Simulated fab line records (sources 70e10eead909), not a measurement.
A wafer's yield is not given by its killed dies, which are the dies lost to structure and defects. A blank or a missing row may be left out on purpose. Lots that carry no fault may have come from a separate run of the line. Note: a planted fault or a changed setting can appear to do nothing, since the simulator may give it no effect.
Check for tools in common ; flow nandHarc ; 36 wafers sampled across 12 lots

== WHAT PROMPTED THE OPENING ==
On 1 of the 12 lots, a flag is raised at NHARC_P_ZERO_WELL_CD_MEAS_24 on the reading cdNm. Fault-free wafers read 719.9 nm, with a standard deviation of 2.
Rule: a lot is flagged in two cases, either no wafer of it has a number, or all its wafers with numbers fall more than 4 standard deviations from that mean. All remaining lots are regarded as sound.

lot;measured;on;cdNm (nm), wafer by wafer;flag
L579;day 1 22:38;cdSem-01;718.4 721.0 715.4;
L580;day 2 08:35;cdSem-03;718.7 717.6 718.3;
L581;day 2 18:35;cdSem-01;721.1 722.5 723.8;
L587;day 5 06:29;cdSem-03;688.9 685.0 685.8;FLAGGED
L588;day 5 16:20;cdSem-03;722.5 725.5 721.0;
L590;day 6 12:46;cdSem-01;720.9 723.8 721.9;
L597;day 9 10:38;cdSem-03;721.2 721.3 723.4;
L598;day 9 20:38;cdSem-01;719.0 717.9 717.4;
L599;day 10 06:36;cdSem-01;721.3 718.4 720.3;
L600;day 10 16:31;cdSem-01;718.7 719.5 718.2;
L601;day 11 02:35;cdSem-01;722.3 718.6 718.7;
L602;day 11 12:27;cdSem-03;720.5 721.5 721.1;
The mean of the flagged lots' numbers is 686.6 nm, -33.3 nm from the usual (-17 standard deviations).

== LOT BY LOT: THE TOOL USED ==
The record keeps 1 process step preceding the reading, out of 1302 steps on the route. Cell contents, in order: the tool; ch with the chambers the sampled wafers went through; the start.
lot;flag;NHARC_P_ZERO_WELL_EXPOSE_21
L579;;krfScanner-02 ch 0, day 1 22:29
L580;;krfScanner-03 ch 0, day 2 08:26
L581;;krfScanner-02 ch 0, day 2 18:26
L587;FLAGGED;krfScanner-02 ch 0, day 5 06:20
L588;;krfScanner-02 ch 0, day 5 16:11
L590;;krfScanner-02 ch 0, day 6 12:37
L597;;krfScanner-02 ch 0, day 9 10:29
L598;;krfScanner-04 ch 0, day 9 20:29
L599;;krfScanner-02 ch 0, day 10 06:27
L600;;krfScanner-02 ch 0, day 10 16:22
L601;;krfScanner-03 ch 0, day 11 02:26
L602;;krfScanner-03 ch 0, day 11 12:18
What is done by these steps:
- NHARC_P_ZERO_WELL_EXPOSE_21: exposes mask P NWELL, target cd 720 nm.
- NHARC_P_ZERO_WELL_CD_MEAS_24: target cd 720 nm.

== FLAGGED OVER TOTAL, TOOL BY TOOL (the gauges that took the reading come last) ==
step;tool;lots run;flagged;share of the flagged lots;sound lots run after its first flagged lot
NHARC_P_ZERO_WELL_EXPOSE_21;krfScanner-02;8;1;all;5 (L588,L590,L597,L599,L600)
NHARC_P_ZERO_WELL_EXPOSE_21;krfScanner-03;3;0;none;-
NHARC_P_ZERO_WELL_EXPOSE_21;krfScanner-04;1;0;none;-
NHARC_P_ZERO_WELL_CD_MEAS_24;cdSem-01;7;0;none;-
NHARC_P_ZERO_WELL_CD_MEAS_24;cdSem-03;5;1;all;3 (L588,L597,L602)

== THE TABLE: WHAT IT ALLOWS ==
Table rows that saw every flagged lot: 2, namely krfScanner-02 at NHARC_P_ZERO_WELL_EXPOSE_21 and cdSem-03 at NHARC_P_ZERO_WELL_CD_MEAS_24.
- krfScanner-02 at NHARC_P_ZERO_WELL_EXPOSE_21: 1 of its 8 lots flagged. Sound lots followed the first flagged one (L588, L590, L597, L599, L600) on it, something a lasting fault affecting the whole tool could not allow.
- cdSem-03 at NHARC_P_ZERO_WELL_CD_MEAS_24: 1 of its 5 lots flagged. Sound lots followed the first flagged one (L588, L597, L602) on it, something a lasting fault affecting the whole tool could not allow.
Not one row of the table ran every flagged lot while running no sound lot after the first.

== WHAT THE SIMULATOR HAD INSERTED ==
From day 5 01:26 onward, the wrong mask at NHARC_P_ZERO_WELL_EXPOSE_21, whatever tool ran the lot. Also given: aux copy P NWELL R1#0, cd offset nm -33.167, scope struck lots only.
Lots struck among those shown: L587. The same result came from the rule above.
